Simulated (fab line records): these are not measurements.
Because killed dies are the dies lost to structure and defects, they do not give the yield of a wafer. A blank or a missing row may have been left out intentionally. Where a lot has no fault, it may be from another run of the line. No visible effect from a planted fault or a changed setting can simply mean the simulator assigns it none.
fab line records ; flow nand-harc
record: lots: 11; wafers: 33; last-day: 24
route steps=1159 shown A_WL_FILL@825 A_CONTACT@859 END@1159
lots untouched by any fault: they come from a run of this same line in which no faults occurred
start-h: start of the lot's first displayed wafer, in hours after the record's first day ; wait-h: how many hours have passed since the lot's step before this one ; " repeats the value in the row above ; L1.1+2: several wafers, shown together as one row ; - no value present, or no start provided ; * or withheld: withheld ; < > ~ a bound
route shown NAME@n: a module of which the file shows steps, and the number in the route of the first ; usual: mean/standard deviation of fault-free wafers ; same: alike in all rows ; chamber/n: place in a boat ; sites: readings site by site ; _std_site: how widely they spread, as a standard deviation ; _edge_site: mean of outer sites minus mean of inner sites ; radius-mm: how far each site lies from the wafer's centre ; mask NAME#n: copy n ; behind: the last tool/chamber to shape the wafer ; hold: why the lot went on hold/how many hours it stayed there/how the hold came to an end ; device: names the non-switching transistor (n, p or np) ; end of line: tests run on the same wafers once the route is complete ; a step with no rows: only its recipe ; killed: count of dies lost to structure and defects at first sort (not the wafer's yield) ; map: a wafer's dies, marking killed ones x, the rest . and places with no die _
set.NAME: the run value of the setting; set.NAME@STEP: its run value at that earlier step ; model.NAME: the simulator's own value behind a step, which no gauge read
steps of the route over a sample of lots; a table a step, a row a wafer
services: a tool's chamber out of use, with start hour (start-h, from the record's first day; less than 0 if before it), hours out, and reason
== steps ==
step: NHARC_A_WL_FILL_ETCHBACK_17
recipe: target-depth-a: 40; time-s: 26.7; chemistry: Cl2/BCl3
usual: drypump-motor-current-A: 5.6/0.54; oes-product-au: 1.000/0.0071
lot.wafer;tool;chamber;start-h;wait-h;drypump-motor-current-A;oes-product-au;rf-hours-counter-h
L406.2;rie-metal-02;0;366.03;-;5.5;0.994;4.4
L406.4;rie-metal-02;0;366.03;-;5.5;0.994;-
L406.6;rie-metal-02;0;366.03;-;5.5;0.993;-
L407.1;rie-metal-03;1;367.19;-;5.2;0.998;3.7
L407.3;rie-metal-03;0;367.19;-;6.5;0.998;-
L407.5;rie-metal-03;0;367.19;-;6.5;1.003;-
L410.2;rie-metal-01;1;401.78;-;5.9;0.988;1.9
L410.5;rie-metal-01;1;401.78;-;5.9;1.005;-
L410.6;rie-metal-01;0;401.78;-;5.8;0.993;-
L413.1;rie-metal-02;0;408.89;-;5.5;0.998;0.4
L413.4;rie-metal-02;1;408.89;-;4.9;1.006;-
L413.3;rie-metal-02;0;408.89;-;5.5;1.012;-
L417.3;rie-metal-01;0;426.82;-;5.8;1.009;-
L417.6;rie-metal-01;1;426.82;-;5.9;1.009;-
L417.5;rie-metal-01;0;426.82;-;5.8;1.006;-
L415.2;rie-metal-02;1;427.60;-;4.9;1.002;1.0
L415.1;rie-metal-02;0;427.60;-;5.5;1.005;1.0
L415.3;rie-metal-02;1;427.60;-;4.9;1.013;-
L421.2;rie-metal-03;1;476.96;-;5.2;1.005;0.2
L421.6;rie-metal-03;0;476.96;-;6.5;1.008;-
L421.5;rie-metal-03;1;476.96;-;5.2;0.985;-
L425.2;rie-metal-03;0;482.08;-;6.5;1.009;0.3
L425.3;rie-metal-03;1;482.08;-;5.2;1.009;-
L425.4;rie-metal-03;0;482.08;-;6.5;0.999;-
L424.2;rie-metal-03;1;484.19;-;5.2;0.998;0.4
L424.1;rie-metal-03;0;484.19;-;6.5;1.002;0.4
L424.4;rie-metal-03;1;484.19;-;5.2;0.988;-
L423.3;rie-metal-01;0;485.22;-;5.8;0.994;-
L423.4;rie-metal-01;1;485.22;-;5.9;0.996;-
L423.6;rie-metal-01;0;485.22;-;5.8;1.006;-
L426.1;rie-metal-02;1;491.24;-;4.9;1.012;2.8
L426.4;rie-metal-02;1;491.24;-;4.9;1.012;-
L426.5;rie-metal-02;1;491.24;-;4.9;1.006;-
step: NHARC_A_CONTACT_ETCH_49
recipe: target-depth-a: 2600; over-etch-frac: 0.3; time-s: 475.3; ion-energy-ev: 200; n2-flow-sccm: 150; h2-flow-sccm: 150; ar-flow-sccm: 0; rf-w: 400; bias-w: 150; chemistry: N2/H2
usual: drypump-motor-current-A: 5.7/0.36; h2-flow-sccm: 149.9/0.43; oes-product-au: 1.003/0.0067; rf-vpp-V: 431/3.5; showerhead-plenum-p-Torr: 2.04/0.12; throttle-valve-pct: 14.171/0.009
lot.wafer;tool;chamber;start-h;wait-h;drypump-motor-current-A;h2-flow-sccm;oes-product-au;rf-hours-counter-h;rf-vpp-V;showerhead-plenum-p-Torr;throttle-valve-pct
L406.2;rie-diel-07;1;-;-;5.7;149.4;0.996;31;430;2.09;14.169
L406.6;rie-diel-07;1;-;-;5.7;149.5;1.002;-;432;2.09;14.168
L406.4;rie-diel-07;2;-;-;5.5;150.1;1.005;-;427;1.87;14.162
L407.1;rie-diel-13;2;-;-;5.6;150.0;1.016;35;434;2.21;14.181
L407.3;rie-diel-13;3;-;-;5.4;149.8;0.998;34;429;1.99;14.170
L407.5;rie-diel-13;2;-;-;5.7;149.6;1.009;-;435;2.21;14.163
L410.2;rie-diel-07;1;-;-;5.7;150.9;1.007;0;431;2.08;14.165
L410.5;rie-diel-07;2;-;-;5.5;150.6;1.002;-;435;2.22;14.176
L410.6;rie-diel-07;3;-;-;6.1;149.3;1.001;-;426;1.88;14.175
L413.4;rie-diel-07;2;-;-;5.5;150.5;0.999;1;435;2.22;14.159
L413.1;rie-diel-07;3;-;-;6.1;149.3;0.998;1;427;1.88;14.171
L413.3;rie-diel-07;0;-;-;5.1;149.5;1.007;1;434;2.16;14.171
L417.3;rie-diel-13;3;-;-;5.4;149.6;0.992;60;428;1.98;14.156
L417.6;rie-diel-13;3;-;-;5.4;149.9;0.991;-;429;1.98;14.180
L417.5;rie-diel-13;0;-;-;5.5;149.5;1.005;-;431;2.01;14.175
L415.2;rie-diel-13;0;-;-;5.5;150.2;1.002;60;430;2.01;14.175
L415.3;rie-diel-13;1;-;-;6.3;150.2;1.002;60;427;1.91;14.167
L415.1;rie-diel-13;2;-;-;5.7;150.4;1.006;60;434;2.20;14.178
L421.2;rie-diel-07;0;-;-;5.1;150.5;1.007;16;433;2.16;14.164
L421.5;rie-diel-07;2;-;-;5.5;150.7;0.992;-;436;2.21;14.165
L421.6;rie-diel-07;3;-;-;6.1;150.6;0.998;-;427;1.88;14.167
L424.1;rie-diel-07;0;-;-;5.0;149.4;1.005;17;433;2.16;14.176
L424.4;rie-diel-07;1;-;-;5.7;150.3;0.995;15;432;2.08;14.182
L424.2;rie-diel-07;2;-;-;5.5;149.5;0.998;16;436;2.21;14.184
L425.2;rie-diel-13;1;-;-;6.3;150.0;1.011;16;427;1.90;14.178
L425.4;rie-diel-13;2;-;-;5.6;149.7;1.016;15;435;2.19;14.159
L425.3;rie-diel-13;3;-;-;5.4;149.8;1.000;15;430;1.97;14.172
L423.3;rie-diel-07;3;-;-;6.1;149.7;1.008;19;426;1.88;14.187
L423.4;rie-diel-07;0;-;-;5.0;150.5;1.016;19;434;2.15;14.180
L423.6;rie-diel-07;2;-;-;5.5;150.5;1.003;-;436;2.21;14.159
L426.4;rie-diel-07;2;-;-;5.5;150.1;0.997;19;436;2.21;14.176
L426.1;rie-diel-07;0;-;-;5.0;149.7;1.003;20;433;2.15;14.161
L426.5;rie-diel-07;1;-;-;5.7;149.2;0.993;-;433;2.08;14.167
step: NHARC_A_CONTACT_ETCH_50
recipe: target-depth-a: 847; time-s: 42.4; cf4-flow-sccm: 100; chf3-flow-sccm: 30; ar-flow-sccm: 0; rf-w: 500; bias-w: 200; chemistry: CF4/CHF3
usual: chf3-flow-sccm: 29.99/0.095; drypump-motor-current-A: 5.6/0.37; oes-product-au: 0.946/0.018; rf-vpp-V: 370.7/3; showerhead-plenum-p-Torr: 1.58/0.087; throttle-valve-pct: 16.802/0.0082
lot.wafer;tool;chamber;start-h;wait-h;chf3-flow-sccm;drypump-motor-current-A;oes-product-au;rf-hours-counter-h;rf-vpp-V;showerhead-plenum-p-Torr;throttle-valve-pct
L406.2;rie-diel-07;1;-;-;29.97;5.7;0.959;31;371.6;1.61;16.809
L406.6;rie-diel-07;1;-;-;29.94;5.7;0.964;-;370.5;1.61;16.808
L406.4;rie-diel-07;2;-;-;29.97;5.5;0.975;-;366.9;1.46;16.814
L407.3;rie-diel-13;2;-;-;29.95;5.6;0.936;35;374.2;1.69;16.803
L407.1;rie-diel-13;3;-;-;30.05;5.4;0.918;34;368.7;1.54;16.788
L407.5;rie-diel-13;1;-;-;30.02;6.3;0.919;-;367.8;1.49;16.806
L410.2;rie-diel-07;1;-;-;29.90;5.7;0.959;0;371.5;1.60;16.797
L410.6;rie-diel-07;1;-;-;30.01;5.7;0.966;-;371.5;1.60;16.798
L410.5;rie-diel-07;2;-;-;29.91;5.5;0.957;-;373.9;1.70;16.795
L413.3;rie-diel-07;2;-;-;30.00;5.5;0.984;1;375.9;1.70;16.816
L413.4;rie-diel-07;0;-;-;30.03;5.0;0.975;1;372.4;1.66;16.795
L413.1;rie-diel-07;1;-;-;29.99;5.7;0.987;1;371.5;1.60;16.781
L417.3;rie-diel-13;2;-;-;29.96;5.6;0.933;59;373.9;1.68;16.806
L417.5;rie-diel-13;2;-;-;30.10;5.6;0.932;-;375.2;1.69;16.802
L417.6;rie-diel-13;3;-;-;30.00;5.4;0.926;-;370.1;1.53;16.786
L415.2;rie-diel-13;2;-;-;29.81;5.6;0.939;60;375.4;1.68;16.802
L415.1;rie-diel-13;3;-;-;29.92;5.4;0.923;61;370.8;1.53;16.792
L415.3;rie-diel-13;0;-;-;29.83;5.4;0.934;60;369.8;1.55;16.810
L421.2;rie-diel-07;1;-;-;30.15;5.7;0.977;15;370.4;1.60;16.794
L421.6;rie-diel-07;0;-;-;29.89;5.0;0.977;-;373.3;1.66;16.804
L421.5;rie-diel-07;1;-;-;30.01;5.7;0.974;-;372.5;1.60;16.802
L424.2;rie-diel-07;1;-;-;29.87;5.7;0.931;15;371.0;1.60;16.805
L424.4;rie-diel-07;2;-;-;29.89;5.5;0.921;16;374.5;1.70;16.814
L424.1;rie-diel-07;3;-;-;30.06;6.1;0.938;17;368.4;1.46;16.795
L425.4;rie-diel-13;0;-;-;30.04;5.4;0.933;15;369.0;1.55;16.802
L425.2;rie-diel-13;1;-;-;30.00;6.3;0.931;16;367.4;1.48;16.810
L425.3;rie-diel-13;2;-;-;29.94;5.6;0.957;15;373.1;1.68;16.806
L423.4;rie-diel-07;3;-;-;29.88;6.1;0.972;20;365.8;1.46;16.797
L423.3;rie-diel-07;0;-;-;29.98;5.0;0.982;19;372.3;1.66;16.809
L423.6;rie-diel-07;0;-;-;29.79;5.0;0.979;-;373.2;1.66;16.797
L426.1;rie-diel-07;3;-;-;30.12;6.1;0.967;20;367.7;1.46;16.806
L426.4;rie-diel-07;0;-;-;30.10;5.0;0.945;20;375.1;1.65;16.805
L426.5;rie-diel-07;2;-;-;30.04;5.5;0.940;-;374.3;1.70;16.795
step: NHARC_A_CONTACT_ETCH_51
recipe: target-depth-a: 36000; over-etch-frac: 0.3; time-s: 936; ion-energy-ev: 150; o2-flow-sccm: 400; cos-flow-sccm: 20; ar-flow-sccm: 0; rf-w: 500; bias-w: 300; chemistry: O2/COS
usual: drypump-motor-current-A: 5.6/0.38; oes-product-au: 1.004/0.0073; rf-vpp-V: 314.2/2.8; showerhead-plenum-p-Torr: 3.13/0.17; throttle-valve-pct: 28.330/0.0097
lot.wafer;tool;chamber;start-h;wait-h;drypump-motor-current-A;oes-product-au;rf-hours-counter-h;rf-vpp-V;showerhead-plenum-p-Torr;throttle-valve-pct
L406.2;rie-diel-07;3;381.82;-;6.1;1.005;29;310.2;2.90;28.332
L406.6;rie-diel-07;1;381.82;-;5.7;1.012;-;314.3;3.19;28.316
L406.4;rie-diel-07;3;381.82;-;6.1;1.009;-;312.1;2.90;28.341
L407.3;rie-diel-13;1;383.30;-;6.3;1.001;36;311.6;2.95;28.319
L407.1;rie-diel-13;2;383.30;-;5.6;1.006;35;318.2;3.35;28.315
L407.5;rie-diel-13;1;383.30;-;6.3;1.001;-;311.9;2.95;28.310
L410.2;rie-diel-07;3;418.21;-;6.1;1.001;1;309.4;2.90;28.336
L410.6;rie-diel-07;3;418.21;-;6.1;1.003;-;309.8;2.90;28.341
L410.5;rie-diel-07;0;418.21;-;5.0;0.871;-;315.5;3.29;28.325
L413.4;rie-diel-07;1;425.98;-;5.7;1.012;1;315.5;3.18;28.325
L413.1;rie-diel-07;2;425.98;-;5.5;0.993;1;315.8;3.37;28.331
L413.3;rie-diel-07;0;425.98;-;5.1;0.865;1;317.9;3.29;28.342
L417.3;rie-diel-13;0;445.18;-;5.5;0.996;59;311.9;3.08;28.343
L417.5;rie-diel-13;2;445.18;-;5.7;1.012;-;317.0;3.34;28.344
L417.6;rie-diel-13;3;445.18;-;5.4;1.010;-;313.1;3.04;28.333
L415.1;rie-diel-13;3;446.19;-;5.4;1.007;61;311.0;3.04;28.320
L415.3;rie-diel-13;0;446.19;-;5.5;1.009;60;314.3;3.08;28.316
L415.2;rie-diel-13;1;446.19;-;6.3;1.015;60;312.5;2.94;28.338
L421.2;rie-diel-07;1;496.33;-;5.7;0.991;15;315.3;3.18;28.323
L421.5;rie-diel-07;3;496.33;-;6.1;1.005;-;310.3;2.89;28.319
L421.6;rie-diel-07;0;496.33;-;5.0;1.008;-;317.2;3.29;28.316
L424.1;rie-diel-07;0;500.14;-;5.1;0.998;17;316.6;3.29;28.325
L424.4;rie-diel-07;1;500.14;-;5.7;0.998;16;313.6;3.18;28.313
L424.2;rie-diel-07;2;500.14;-;5.5;1.004;16;316.7;3.36;28.327
L425.3;rie-diel-13;3;500.25;-;5.4;0.995;15;313.0;3.03;28.344
L425.2;rie-diel-13;1;500.25;-;6.3;1.005;16;310.9;2.93;28.345
L425.4;rie-diel-13;2;500.25;-;5.7;1.013;15;316.1;3.33;28.349
L423.3;rie-diel-07;3;509.63;-;6.1;1.009;20;310.8;2.89;28.339
L423.4;rie-diel-07;0;509.63;-;5.0;1.008;20;316.4;3.28;28.337
L423.6;rie-diel-07;2;509.63;-;5.5;1.001;-;318.8;3.36;28.314
L426.1;rie-diel-07;1;511.49;-;5.7;1.001;19;315.2;3.17;28.338
L426.4;rie-diel-07;3;511.49;-;6.1;1.000;21;310.7;2.89;28.337
L426.5;rie-diel-07;1;511.49;-;5.7;0.998;-;315.7;3.17;28.327
step: NHARC_END_SORT_01
recipe: temp-c: 25
usual: killed-at-array: 26/8.6; killed-at-other: 0.7/0.97; killed-at-periphery: 3.2/2.2; killed-dies: 30/8.9; killed-open: 3.1/1.8; killed-short: 2.2/1.8
same: gross-dies: 677
lot.wafer;tool;chamber;start-h;wait-h;killed-at-array;killed-at-other;killed-at-periphery;killed-dies;killed-open;killed-short
L410.2;prober-02;0;490.66;2.8;26;0;3;29;1;4
L410.5;prober-02;0;493.06;3.7;133;0;3;136;3;5
L410.6;prober-02;0;493.86;4.0;30;0;3;33;2;7
L413.1;prober-02;0;497.62;2.5;19;1;3;23;5;2
L413.3;prober-02;0;499.22;3.1;253;0;1;254;2;1
L413.4;prober-02;0;500.02;3.4;12;0;4;16;1;1
killed by level:class
L410.2 A_SLIT:chamber-film-flake=9 A_STAIRCASE:chamber-film-flake=6 A_CONTACT:chamber-film-flake=4 P_ZERO_WELL:chamber-film-flake=2 A_SOURCE_PLATE:geometric-particle:short=1 A_CHANNEL_FILL_D1:geometric-particle:short=1 A_SGD_CUT:geometric-particle:short=1 A_WL_FILL:geometric-particle:short=1
L410.5 A_CONTACT:area-etch=103 A_SLIT:chamber-film-flake=10 A_STAIRCASE:chamber-film-flake=6 A_CONTACT:chamber-film-flake=4 A_WL_FILL:geometric-particle:short=2 A_CHANNEL_HOLE_D1:chamber-film-flake=2 P_M1:geometric-particle:short=1 A_ONON_D1:geometric-particle:short=1
L410.6 A_SLIT:chamber-film-flake=12 A_STAIRCASE:chamber-film-flake=3 A_WL_FILL:geometric-particle:short=2 A_BLC:geometric-particle:short=2 P_GATE:chamber-film-flake=2 A_CHANNEL_HOLE_D1:chamber-film-flake=2 A_CHANNEL_FILL_D1:chamber-film-flake=2 A_CONTACT:chamber-film-flake=2
L413.1 A_CHANNEL_HOLE_D1:chamber-film-flake=3 A_STAIRCASE:chamber-film-flake=3 A_WL_FILL:chamber-film-flake=3 A_ONON_D1:geometric-particle:open=2 A_CHANNEL_FILL_D1:geometric-particle:open=2 P_M0:chamber-film-flake=2 A_SLIT:chamber-film-flake=2 A_CONTACT:chamber-film-flake=2
L413.3 A_CONTACT:area-etch=233 A_STAIRCASE:chamber-film-flake=7 A_CHANNEL_HOLE_D1:chamber-film-flake=4 A_SLIT:chamber-film-flake=2 A_WL_FILL:chamber-film-flake=2 A_CONTACT:chamber-film-flake=2 P_GATE:geometric-particle:open=1 A_WL_FILL:geometric-particle:open=1
L413.4 A_CHANNEL_HOLE_D1:chamber-film-flake=4 A_CONTACT:chamber-film-flake=3 P_GATE:chamber-film-flake=2 A_STAIRCASE:chamber-film-flake=2 A_WL_FILL:chamber-film-flake=2 P_M0:geometric-particle:short=1 A_ONON_D1:geometric-particle:open=1 P_M0:chamber-film-flake=1
== services ==
tool;chamber;start-h;hours;kind
rie-diel-13;-;346.60;0.4;repair
rie-diel-07;0;359.75;-;clean
rie-diel-07;1;359.75;-;clean
rie-diel-07;2;359.75;-;clean
rie-diel-07;3;359.75;-;clean
rie-diel-07;0;380.10;8.9;repair
rie-diel-07;1;384.25;-;clean
rie-diel-07;2;384.25;-;clean
rie-diel-07;3;384.25;-;clean
rie-metal-02;-;388.00;9.0;pm
rie-diel-07;-;405.25;9.0;pm
rie-diel-07;0;405.25;9.0;vent-cycle
rie-diel-07;1;405.25;9.0;vent-cycle
rie-diel-07;2;405.25;9.0;vent-cycle
rie-diel-07;3;405.25;9.0;vent-cycle
rie-diel-07;0;414.25;-;clean
rie-diel-07;0;414.25;-;consumable-replace:focus-ring
rie-diel-07;1;414.25;-;clean
rie-diel-07;1;414.25;-;consumable-replace:focus-ring
rie-diel-07;2;414.25;-;clean
rie-metal-03;-;453.00;9.0;pm
rie-diel-13;-;453.14;9.0;pm
rie-metal-01;0;464.32;2.0;repair
rie-metal-01;-;509.09;9.0;pm
== key ==
first-sign: step: NHARC_A_CONTACT_ETCH_51; reading: oes-product-au; direction: down; sigmas: 19; usual: 1.004; struck: 0.868
effect: step: NHARC_END_SORT_01; reading: killed-at-array; direction: up; sigmas: 19; usual: 26; struck: 193
more-kills-born-at: NHARC_A_CONTACT_ETCH_51@rie-diel-07: 336
met-at NHARC_A_CONTACT_ETCH_51
struck-lots L410,L413
struck-wafers L410.5,L413.3
tester-left-out L410,L413
not-acting-at NHARC_A_WL_FILL_ETCHBACK_17,NHARC_A_CONTACT_ETCH_49,NHARC_A_CONTACT_ETCH_50
fault: kind: process-parameter-drift; tool: rie-diel-07; chamber: 0; onset-h: 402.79; steps: NHARC_A_CONTACT_ETCH_51; channel: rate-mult; offset: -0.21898; shape: step; end-h: 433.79
tester-left-out: of these lots the tester's yield and bins aren't shown, on N5 and GAA mostly nor the transistor test; their killed dies are dies lost to structure and defects alone, not to doping, threshold or leakage, so they don't give the yield
